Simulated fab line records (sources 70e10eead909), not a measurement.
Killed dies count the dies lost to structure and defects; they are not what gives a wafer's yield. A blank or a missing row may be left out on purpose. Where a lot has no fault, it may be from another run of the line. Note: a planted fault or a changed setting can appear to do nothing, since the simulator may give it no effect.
fab line records	flow nandHarc	part 1 of 2: steps 1 to 27 of 35
record: lots: 5	wafers: 15	lastDay: 23
route steps=1159 shown A_CONTACT@867
lots untouched by any fault: they come from a run of this same line in which no faults occurred
startH: the number of hours between the record's first day and the start of the first shown wafer of the lot	waitH: hours from the lot's prior step to this one	" identical to the entry in the row above	L1.1+2: a row that stands for several wafers	- no value, or no start given	* or withheld: withheld	< > ~ a bound
route shown NAME@n: NAME is a module with steps in the file, n the number in the route of the first one	usual: average and standard deviation across the fault-free wafers	same: alike in all rows	chamber/n: place in a boat	sites: per-site readings	_std_site: the values' standard deviation	_edge_site: the outer-site mean with the inner-site mean subtracted	radiusMm: for every site, how far away it sits from the centre of the wafer	mask NAME#n: copy n	behind: the last tool/chamber to shape the wafer	hold: the reason the lot was held/the length of the hold in hours/how it ended	device: which transistor (n, p or np) failed to switch	end of line: the tests these same wafers got at the end of their route	a step given without rows: its recipe and nothing more	killed: not the wafer's yield, but the dies lost to structure and defects at the first sort	map: shows each die of a wafer: x if killed, . if not, _ if none is there
set.NAME: the run value of the setting; set.NAME@STEP: its run value at that earlier step	model.NAME: the simulator's own value behind a step, which no gauge read
lots seen at some steps along the route; tables by step, rows by wafer
services: when a tool's chamber went out of use (startH, in hours from the record's first day, below 0 if earlier), for how many hours, and the reason
== steps ==
step: NHARC_A_CONTACT_ETCH_116
recipe: sourceW: withheld	pressureMtorr: 20	biasV: 3000	timeS: 94	targetDepthA: 9220	arFlowSccm: withheld	c4f8FlowSccm: withheld	o2FlowSccm: withheld	chemistry: C4F8/O2/Ar
lot.wafer	tool	chamber	startH	waitH	rfHoursCounterH
L075.3	harCapEtch-02	1	370.14	0.1	-
L075.4	"	0	"	"	-
L075.5	"	0	"	"	-
L084.2	harCapEtch-03	1	434.64	0.1	92
L084.3	"	0	"	"	-
L084.6	"	1	"	"	-
L090.1	harCapEtch-03	0	463.41	0.1	97
L090.3	"	1	"	"	-
L090.5	"	1	"	"	-
L095.2	harCapEtch-03	0	479.04	0.1	101
L095.1	"	1	"	"	101
L095.4	"	0	"	"	-
L094.2	harCapEtch-03	1	482.73	0.1	102
L094.1	"	0	"	"	102
L094.5	"	0	"	"	-
step: NHARC_A_CONTACT_ETCH_117
recipe: sourceW: withheld	pressureMtorr: 20	biasV: 3000	timeS: 94	targetDepthA: 9220	arFlowSccm: withheld	c4f8FlowSccm: withheld	o2FlowSccm: withheld	chemistry: C4F8/O2/Ar
lot.wafer	tool	chamber	startH	waitH	rfHoursCounterH
L075.3	harCapEtch-02	1	370.23	0.1	-
L075.4	"	0	"	"	-
L075.5	"	0	"	"	-
L084.2	harCapEtch-03	1	434.73	0.1	92
L084.3	"	0	"	"	-
L084.6	"	1	"	"	-
L090.1	harCapEtch-03	0	463.51	0.1	97
L090.3	"	1	"	"	-
L090.5	"	1	"	"	-
L095.2	harCapEtch-03	0	479.13	0.1	101
L095.1	"	1	"	"	101
L095.4	"	0	"	"	-
L094.2	harCapEtch-03	1	482.83	0.1	102
L094.1	"	0	"	"	102
L094.5	"	0	"	"	-
step: NHARC_A_CONTACT_ETCH_118
recipe: sourceW: withheld	pressureMtorr: 20	biasV: 3000	timeS: 94	targetDepthA: 9220	arFlowSccm: withheld	c4f8FlowSccm: withheld	o2FlowSccm: withheld	chemistry: C4F8/O2/Ar
lot.wafer	tool	chamber	startH	waitH	rfHoursCounterH
L075.3	harCapEtch-02	1	370.32	0.1	-
L075.4	"	0	"	"	-
L075.5	"	0	"	"	-
L084.2	harCapEtch-03	1	434.82	0.1	92
L084.3	"	0	"	"	-
L084.6	"	1	"	"	-
L090.1	harCapEtch-03	0	463.60	0.1	97
L090.3	"	1	"	"	-
L090.5	"	1	"	"	-
L095.2	harCapEtch-03	0	479.22	0.1	101
L095.1	"	1	"	"	101
L095.4	"	0	"	"	-
L094.2	harCapEtch-03	1	482.92	0.1	102
L094.1	"	0	"	"	102
L094.5	"	0	"	"	-
step: NHARC_A_CONTACT_ETCH_119
recipe: sourceW: withheld	pressureMtorr: 20	biasV: 3000	timeS: 94	targetDepthA: 9220	arFlowSccm: withheld	c4f8FlowSccm: withheld	o2FlowSccm: withheld	chemistry: C4F8/O2/Ar
lot.wafer	tool	chamber	startH	waitH	rfHoursCounterH
L075.3	harCapEtch-02	1	370.41	0.1	-
L075.4	"	0	"	"	-
L075.5	"	0	"	"	-
L084.2	harCapEtch-03	1	434.91	0.1	92
L084.3	"	0	"	"	-
L084.6	"	1	"	"	-
L090.1	harCapEtch-03	0	463.69	0.1	98
L090.3	"	1	"	"	-
L090.5	"	1	"	"	-
L095.2	harCapEtch-03	0	479.31	0.1	101
L095.1	"	1	"	"	101
L095.4	"	0	"	"	-
L094.2	harCapEtch-03	1	483.01	0.1	103
L094.1	"	0	"	"	103
L094.5	"	0	"	"	-
step: NHARC_A_CONTACT_ETCH_120
recipe: sourceW: withheld	pressureMtorr: 20	biasV: 3000	timeS: 94	targetDepthA: 9220	arFlowSccm: withheld	c4f8FlowSccm: withheld	o2FlowSccm: withheld	chemistry: C4F8/O2/Ar
lot.wafer	tool	chamber	startH	waitH	rfHoursCounterH
L075.3	harCapEtch-02	1	370.51	0.1	-
L075.4	"	0	"	"	-
L075.5	"	0	"	"	-
L084.2	harCapEtch-03	1	435.00	0.1	92
L084.3	"	0	"	"	-
L084.6	"	1	"	"	-
L090.1	harCapEtch-03	0	463.78	0.1	98
L090.3	"	1	"	"	-
L090.5	"	1	"	"	-
L095.2	harCapEtch-03	0	479.41	0.1	101
L095.1	"	1	"	"	101
L095.4	"	0	"	"	-
L094.2	harCapEtch-03	1	483.10	0.1	103
L094.1	"	0	"	"	103
L094.5	"	0	"	"	-
step: NHARC_A_CONTACT_ETCH_121
recipe: sourceW: withheld	pressureMtorr: 20	biasV: 3000	timeS: 94	targetDepthA: 9220	arFlowSccm: withheld	c4f8FlowSccm: withheld	o2FlowSccm: withheld	chemistry: C4F8/O2/Ar
lot.wafer	tool	chamber	startH	waitH	rfHoursCounterH
L075.3	harCapEtch-02	1	370.60	0.1	-
L075.4	"	0	"	"	-
L075.5	"	0	"	"	-
L084.2	harCapEtch-03	1	435.10	0.1	92
L084.3	"	0	"	"	-
L084.6	"	1	"	"	-
L090.1	harCapEtch-03	0	463.87	0.1	98
L090.3	"	1	"	"	-
L090.5	"	1	"	"	-
L095.2	harCapEtch-03	0	479.50	0.1	101
L095.1	"	1	"	"	101
L095.4	"	0	"	"	-
L094.2	harCapEtch-03	1	483.19	0.1	103
L094.1	"	0	"	"	103
L094.5	"	0	"	"	-
step: NHARC_A_CONTACT_ETCH_122
recipe: sourceW: withheld	pressureMtorr: 20	biasV: 3000	timeS: 95	targetDepthA: 9300	arFlowSccm: withheld	c4f8FlowSccm: withheld	o2FlowSccm: withheld	chemistry: C4F8/O2/Ar
lot.wafer	tool	chamber	startH	waitH	rfHoursCounterH
L075.3	harCapEtch-02	1	370.69	0.1	-
L075.4	"	0	"	"	-
L075.5	"	0	"	"	-
L084.2	harCapEtch-03	1	435.19	0.1	92
L084.3	"	0	"	"	-
L084.6	"	1	"	"	-
L090.1	harCapEtch-03	0	463.96	0.1	98
L090.3	"	1	"	"	-
L090.5	"	1	"	"	-
L095.2	harCapEtch-03	0	479.59	0.1	102
L095.1	"	1	"	"	102
L095.4	"	0	"	"	-
L094.2	harCapEtch-03	1	483.28	0.1	103
L094.1	"	0	"	"	103
L094.5	"	0	"	"	-
step: NHARC_A_CONTACT_ETCH_123
recipe: sourceW: withheld	pressureMtorr: 20	biasV: 400	timeS: 253	targetDepthA: 10900	arFlowSccm: withheld	c4f8FlowSccm: 11.5	o2FlowSccm: 7.2	chemistry: C4F8/O2/Ar
lot.wafer	tool	chamber	startH	waitH	rfHoursCounterH
L075.3	harCapEtch-02	1	370.85	0.2	-
L075.4	"	0	"	"	-
L075.5	"	0	"	"	-
L084.2	harCapEtch-03	1	435.28	0.1	92
L084.3	"	0	"	"	-
L084.6	"	1	"	"	-
L090.1	harCapEtch-03	0	464.05	0.1	98
L090.3	"	1	"	"	-
L090.5	"	1	"	"	-
L095.2	harCapEtch-03	0	479.68	0.1	102
L095.1	"	1	"	"	102
L095.4	"	0	"	"	-
L094.2	harCapEtch-03	1	483.37	0.1	103
L094.1	"	0	"	"	103
L094.5	"	0	"	"	-
step: NHARC_A_CONTACT_ETCH_90
recipe: targetDepthA: 400	overEtchFrac: 0.5	timeS: 85.7	ionEnergyEv: 120	ch3fFlowSccm: 50	o2FlowSccm: 30	arFlowSccm: 200	rfW: 500	biasW: 100	chemistry: CH3F/O2
usual: drypumpMotorCurrentA: 5.7/0.42	oesProductAu: 0.96/0.038	rfVppV: 243.7/1.5	showerheadPlenumPTorr: 2.41/0.086	throttleValvePct: 20.662/0.0086
lot.wafer	tool	chamber	startH	waitH	drypumpMotorCurrentA	oesProductAu	rfHoursCounterH	rfVppV	showerheadPlenumPTorr	throttleValvePct
L075.4	rieDiel-06	1	371.37	0.4	5.8	0.91	45	245.5	2.53	20.660
L075.3	"	2	"	"	6.2	0.91	47	244.9	2.50	20.661
L075.5	"	0	"	"	5.2	0.91	-	246.0	2.40	20.685
L084.2	rieDiel-03	1	435.89	0.6	5.7	0.91	7	245.4	2.50	20.663
L084.3	"	2	"	"	5.3	0.94	6	241.8	2.32	20.664
L084.6	"	0	"	"	6.3	0.91	-	240.9	2.37	20.662
L090.1	rieDiel-06	3	464.68	0.6	6.1	1.00	13	244.5	2.54	20.657
L090.3	"	2	"	"	6.2	1.01	12	244.9	2.49	20.651
L090.5	"	0	"	"	5.2	1.00	-	243.3	2.39	20.649
L095.1	rieDiel-03	3	480.28	0.5	5.6	1.01	18	241.4	2.28	20.668
L095.2	"	1	"	"	5.7	0.99	18	246.1	2.49	20.657
L095.4	"	2	"	"	5.3	1.01	17	243.5	2.31	20.663
L094.1	rieDiel-12	0	483.99	0.5	5.9	0.92	34	243.7	2.42	20.656
L094.2	"	2	"	"	5.4	0.92	34	244.3	2.43	20.666
L094.5	"	0	"	"	5.9	0.92	-	244.7	2.42	20.655
step: NHARC_A_CONTACT_ETCH_96
recipe: targetDepthA: 200	overEtchFrac: 0.5	timeS: 10	ionEnergyEv: 250	c4f6FlowSccm: 25	o2FlowSccm: 20	arFlowSccm: 500	rfW: 600	biasW: 500	chemistry: C4F6/O2
usual: drypumpMotorCurrentA: 5.7/0.41	oesProductAu: 0.970/0.029	rfVppV: 545.4/2.8	showerheadPlenumPTorr: 3.85/0.13	throttleValvePct: 26.904/0.0091
lot.wafer	tool	chamber	startH	waitH	drypumpMotorCurrentA	oesProductAu	rfHoursCounterH	rfVppV	showerheadPlenumPTorr	throttleValvePct
L075.3	rieDiel-06	3	-	-	6.2	0.947	42	549.9	4.06	26.900
L075.4	"	2	"	"	6.1	0.942	47	547.4	3.98	26.901
L075.5	"	3	"	"	6.1	0.946	-	548.7	4.06	26.928
L084.2	rieDiel-03	0	-	-	6.3	0.934	8	543.5	3.79	26.901
L084.3	"	1	"	"	5.7	0.942	7	548.2	3.98	26.907
L084.6	"	3	"	"	5.6	0.937	-	542.4	3.66	26.894
L090.3	rieDiel-06	3	-	-	6.1	0.993	13	548.1	4.04	26.908
L090.1	"	2	"	"	6.2	1.000	12	548.6	3.97	26.905
L090.5	"	3	"	"	6.2	0.986	-	549.2	4.04	26.929
L095.2	rieDiel-03	3	-	-	5.6	1.007	18	541.2	3.66	26.896
L095.4	"	1	"	"	5.7	0.996	18	548.5	3.97	26.922
L095.1	"	2	"	"	5.4	1.013	18	542.5	3.71	26.895
L094.2	rieDiel-12	2	-	-	5.5	0.944	34	545.3	3.88	26.912
L094.1	"	3	"	"	4.8	0.936	38	543.0	3.78	26.895
L094.5	"	1	"	"	6.0	0.933	-	548.3	4.02	26.896
step: NHARC_A_CONTACT_CD_MEAS_53
usual: cdNm: 189.4/0.81
lot.wafer	tool	chamber	startH	waitH	cdNm
L075.3	cdSem-01	-	371.57	-	188.7
L075.4	"	-	"	"	188.5
L075.5	"	-	"	"	189.1
L084.2	cdSem-02	-	436.10	-	189.5
L084.3	"	-	"	"	189.1
L084.6	"	-	"	"	188.6
L090.1	cdSem-01	-	464.89	-	189.8
L090.3	"	-	"	"	189.5
L090.5	"	-	"	"	189.0
L095.1	cdSem-02	-	480.49	-	189.7
L095.2	"	-	"	"	190.6
L095.4	"	-	"	"	188.7
L094.1	cdSem-02	-	484.19	-	189.8
L094.2	"	-	"	"	189.5
L094.5	"	-	"	"	189.5
step: NHARC_A_CONTACT_STRIP_99
recipe: n2FlowSccm: 150	h2FlowSccm: 150	arFlowSccm: 0	biasW: 0	chemistry: N2/H2
lot.wafer	tool	chamber	startH	waitH
L075.3+4+5	rieDiel-06	3,0,0	371.64	0.1
L084.3+2+6	rieDiel-03	3,0,3	436.18	0.1
L090.1+3+5	rieDiel-06	3,1,3	464.97	0.1
L095.2+1+4	rieDiel-06	1,2,0	480.58	0.1
L094.2+1+5	rieDiel-06	3,2,3	484.26	0.1
step: NHARC_A_CONTACT_STRIP_100
recipe: cf4FlowSccm: 100	chf3FlowSccm: 30	arFlowSccm: 0	biasW: 0	chemistry: CF4/CHF3
lot.wafer	tool	chamber	startH	waitH
L075.4+3+5	rieDiel-06	3,2,3	371.73	0.1
L084.2+3+6	rieDiel-03	3,1,0	436.26	0.1
L090.1+3+5	rieDiel-06	0,1,0	465.06	0.1
L095.2+1+4	rieDiel-06	2,3,1	480.67	0.1
L094.2+1+5	rieDiel-06	0,1,3	484.36	0.1
step: NHARC_A_CONTACT_STRIP_101
recipe: o2FlowSccm: 400	cosFlowSccm: 20	arFlowSccm: 0	biasW: 0	chemistry: O2/COS
lot.wafer	tool	chamber	startH	waitH
L075.4+3+5	rieDiel-06	1,0,2	371.79	0.1
L084.3+2+6	rieDiel-03	0,2,3	436.33	0.1
L090.1+3+5	rieDiel-06	0,1,3	465.13	0.1
L095.2+1+4	rieDiel-06	2,0,1	480.74	0.1
L094.1+2+5	rieDiel-06	2,0,2	484.42	0.1
step: NHARC_A_CONTACT_ETCH_102
recipe: targetDepthA: 700	overetchA: 70	timeS: 38.5	ionEnergyEv: 100	cf4FlowSccm: 80	o2FlowSccm: 20	arFlowSccm: 0	rfW: 300	biasW: 100	chemistry: CF4/O2
usual: drypumpMotorCurrentA: 5.7/0.39	oesProductAu: 0.998/0.011	rfVppV: 197.2/1.4	showerheadPlenumPTorr: 1.31/0.051	throttleValvePct: 13.397/0.0092
lot.wafer	tool	chamber	startH	waitH	drypumpMotorCurrentA	oesProductAu	rfHoursCounterH	rfVppV	showerheadPlenumPTorr	throttleValvePct
L075.3	rieDiel-06	2	371.86	0.1	6.1	1.017	47	197.8	1.36	13.412
L075.4	"	0	"	"	5.2	1.008	44	195.2	1.30	13.399
L075.5	"	1	"	"	5.9	0.992	-	198.8	1.37	13.397
L084.2	rieDiel-03	0	436.39	0.1	6.3	0.977	8	196.5	1.28	13.382
L084.3	"	2	"	"	5.3	0.999	6	195.1	1.26	13.398
L084.6	"	3	"	"	5.6	0.997	-	194.8	1.24	13.404
L090.1	rieDiel-06	2	465.19	0.1	6.1	1.009	12	198.6	1.35	13.407
L090.3	"	0	"	"	5.2	1.003	12	197.1	1.30	13.399
L090.5	"	1	"	"	5.8	0.998	-	198.5	1.37	13.396
L095.2	rieDiel-06	0	480.80	0.1	5.2	1.007	18	196.7	1.30	13.387
L095.4	"	1	"	"	5.8	0.986	18	198.2	1.37	13.406
L095.1	"	2	"	"	6.1	1.012	20	197.0	1.35	13.405
L094.2	rieDiel-06	3	484.49	0.1	6.1	0.991	21	199.1	1.38	13.403
L094.1	"	0	"	"	5.2	0.990	19	197.1	1.30	13.407
L094.5	"	2	"	"	6.1	1.013	-	198.4	1.35	13.402
step: NHARC_A_CONTACT_STRIP_55
recipe: o2FlowSccm: 500	arFlowSccm: 0	biasW: 0	chemistry: O2
usual: drypumpMotorCurrentA: 5.8/0.39	oesProductAu: 0.998/0.01	rfVppV: 57.6/0.9	showerheadPlenumPTorr: 3.47/0.13	throttleValvePct: 17.036/0.009
lot.wafer	tool	chamber	startH	waitH	drypumpMotorCurrentA	oesProductAu	rfHoursCounterH	rfVppV	showerheadPlenumPTorr	throttleValvePct
L075.4	rieDiel-06	2	-	-	6.1	1.002	47	56.9	3.58	17.036
L075.3	"	3	"	"	6.1	0.990	42	59.0	3.66	17.046
L075.5	"	1	"	"	5.9	0.978	-	57.5	3.63	17.028
L084.3	rieDiel-03	1	-	-	5.8	0.998	7	58.1	3.58	17.036
L084.2	"	2	"	"	5.4	1.010	6	57.1	3.34	17.036
L084.6	"	1	"	"	5.7	0.990	-	57.9	3.58	17.029
L090.1	rieDiel-06	2	-	-	6.2	1.019	12	58.1	3.57	17.023
L090.3	"	1	"	"	5.8	1.000	11	59.1	3.61	17.024
L090.5	"	2	"	"	6.2	1.012	-	56.8	3.57	17.025
L095.1	rieDiel-06	3	-	-	6.1	1.004	20	58.4	3.63	17.044
L095.2	"	0	"	"	5.3	0.999	18	57.2	3.43	17.034
L095.4	"	1	"	"	5.9	1.001	18	57.2	3.61	17.026
L094.2	rieDiel-06	3	-	-	6.1	1.002	21	57.6	3.63	17.028
L094.1	"	1	"	"	5.8	0.995	19	58.0	3.61	17.031
L094.5	"	3	"	"	6.1	1.000	-	57.9	3.63	17.035
step: NHARC_A_CONTACT_STRIP_56
recipe: timeS: 600	tempC: 30	chemistry: postEtchResidueRemover
lot.wafer	tool	chamber	startH	waitH
L075.5+3+4	wetBench-06	7,0,4	372.24	-
L084.6+2+3	wetBench-04	2,3,5	436.78	-
L090.5+3+1	wetBench-03	5,6,7	465.61	-
L095.1+4+2	wetBench-06	7,0,3	481.22	-
L094.2+1+5	wetBench-03	6,7,1	484.88	-
step: NHARC_A_CONTACT_DEP_57
recipe: targetThkA: 28000	tempC: 400	material: aC
usual: throttleValvePct: 34.999/0.009
lot.wafer	tool	chamber	startH	waitH	throttleValvePct
L075.3	aclDep-01	0	373.08	-	35.005
L075.4	"	0	"	"	34.996
L075.5	"	0	"	"	35.006
L084.2	aclDep-01	0	437.93	-	35.009
L084.3	"	0	"	"	35.023
L084.6	"	0	"	"	34.996
L090.1	aclDep-03	0	465.86	-	35.006
L090.3	"	0	"	"	35.008
L090.5	"	0	"	"	34.996
L095.1	aclDep-02	0	485.34	-	35.007
L095.2	"	0	"	"	34.992
L095.4	"	0	"	"	34.993
L094.1	aclDep-03	0	489.71	-	35.002
L094.2	"	0	"	"	34.989
L094.5	"	0	"	"	34.997
step: NHARC_A_CONTACT_DEP_58
recipe: targetThkA: 600	targetThkNm: 60	tempC: 400	pressureTorr: 3.5	flowSccm: 200	rfW: 350	material: SiON
usual: heaterPowerW: 735/73
lot.wafer	tool	chamber	startH	waitH	heaterPowerW
L075.3	pecvd-01	1	374.30	0.9	663
L075.5	"	2	"	"	621
L075.4	"	1	"	"	698
L084.3	pecvd-03	2	439.42	0.9	821
L084.2	"	0	"	"	667
L084.6	"	1	"	"	759
L090.1	pecvd-03	0	467.63	1.5	646
L090.3	"	1	"	"	718
L090.5	"	0	"	"	684
L095.2	pecvd-03	1	487.10	1.2	731
L095.1	"	2	"	"	757
L095.4	"	0	"	"	636
L094.1	pecvd-03	1	491.48	1.5	764
L094.2	"	2	"	"	726
L094.5	"	2	"	"	730
step: NHARC_A_CONTACT_DEHYDRATE_59
recipe: tempC: 150	timeS: 120
lot.wafer	tool	chamber	startH	waitH
L075.3+4+5	lithoTrack-01	0	374.54	0.2
L084.2+3+6	lithoTrack-01	0	439.69	0.2
L090.1+3+5	lithoTrack-01	0	467.87	0.2
L095.1+2+4	lithoTrack-06	0	487.36	0.2
L094.1+2+5	lithoTrack-01	0	491.72	0.2
step: NHARC_A_CONTACT_HMDS_60
recipe: timeS: 30
lot.wafer	tool	chamber	startH	waitH
L075.3+4+5	lithoTrack-01	0	-	-
L084.2+3+6	lithoTrack-01	0	-	-
L090.1+3+5	lithoTrack-01	0	-	-
L095.1+2+4	lithoTrack-06	0	-	-
L094.1+2+5	lithoTrack-01	0	-	-
step: NHARC_A_CONTACT_COAT_61
recipe: tempC: 260	timeS: 75
lot.wafer	tool	chamber	startH	waitH
L075.3+4+5	lithoTrack-01	0	-	-
L084.2+3+6	lithoTrack-01	0	-	-
L090.1+3+5	lithoTrack-01	0	-	-
L095.1+2+4	lithoTrack-06	0	-	-
L094.1+2+5	lithoTrack-01	0	-	-
step: NHARC_A_CONTACT_COAT_62
recipe: tempC: 225	timeS: 65
lot.wafer	tool	chamber	startH	waitH
L075.3+4+5	lithoTrack-01	0	-	-
L084.2+3+6	lithoTrack-01	0	-	-
L090.1+3+5	lithoTrack-01	0	-	-
L095.1+2+4	lithoTrack-06	0	-	-
L094.1+2+5	lithoTrack-01	0	-	-
step: NHARC_A_CONTACT_COAT_63
recipe: spinRpm: 1500	resistThkNm: 90
lot.wafer	tool	chamber	startH	waitH
L075.3+4+5	lithoTrack-01	0	-	-
L084.2+3+6	lithoTrack-01	0	-	-
L090.1+3+5	lithoTrack-01	0	-	-
L095.1+2+4	lithoTrack-06	0	-	-
L094.1+2+5	lithoTrack-01	0	-	-
step: NHARC_A_CONTACT_SOFTBAKE_64
recipe: tempC: 105	timeS: 55
lot.wafer	tool	chamber	startH	waitH
L075.3+4+5	lithoTrack-01	0	-	-
L084.2+3+6	lithoTrack-01	0	-	-
L090.1+3+5	lithoTrack-01	0	-	-
L095.1+2+4	lithoTrack-06	0	-	-
L094.1+2+5	lithoTrack-01	0	-	-
step: NHARC_A_CONTACT_EBR_65
lot.wafer	tool	chamber	startH	waitH
L075.3+4+5	lithoTrack-01	0	-	-
L084.2+3+6	lithoTrack-01	0	-	-
L090.1+3+5	lithoTrack-01	0	-	-
L095.1+2+4	lithoTrack-06	0	-	-
L094.1+2+5	lithoTrack-01	0	-	-
step: NHARC_A_CONTACT_EXPOSE_66
recipe: na: 1.35	sigmaOuter: 0.8	doseMj: 59.02	maskId: A_CC_2
same: sigmaOuter: 0.8
lot.wafer	tool	chamber	startH	waitH	mask
L075.3+4+5	arfiScanner-02	0	374.85	-	A_CC_2#0
L084.2+3+6	arfiScanner-01	0	439.88	-	A_CC_2#0
L090.1+3+5	arfiScanner-02	0	468.05	-	A_CC_2#0
L095.1+2+4	arfiScanner-02	0	487.67	-	A_CC_2#0
L094.1+2+5	arfiScanner-02	0	491.90	-	A_CC_2#0
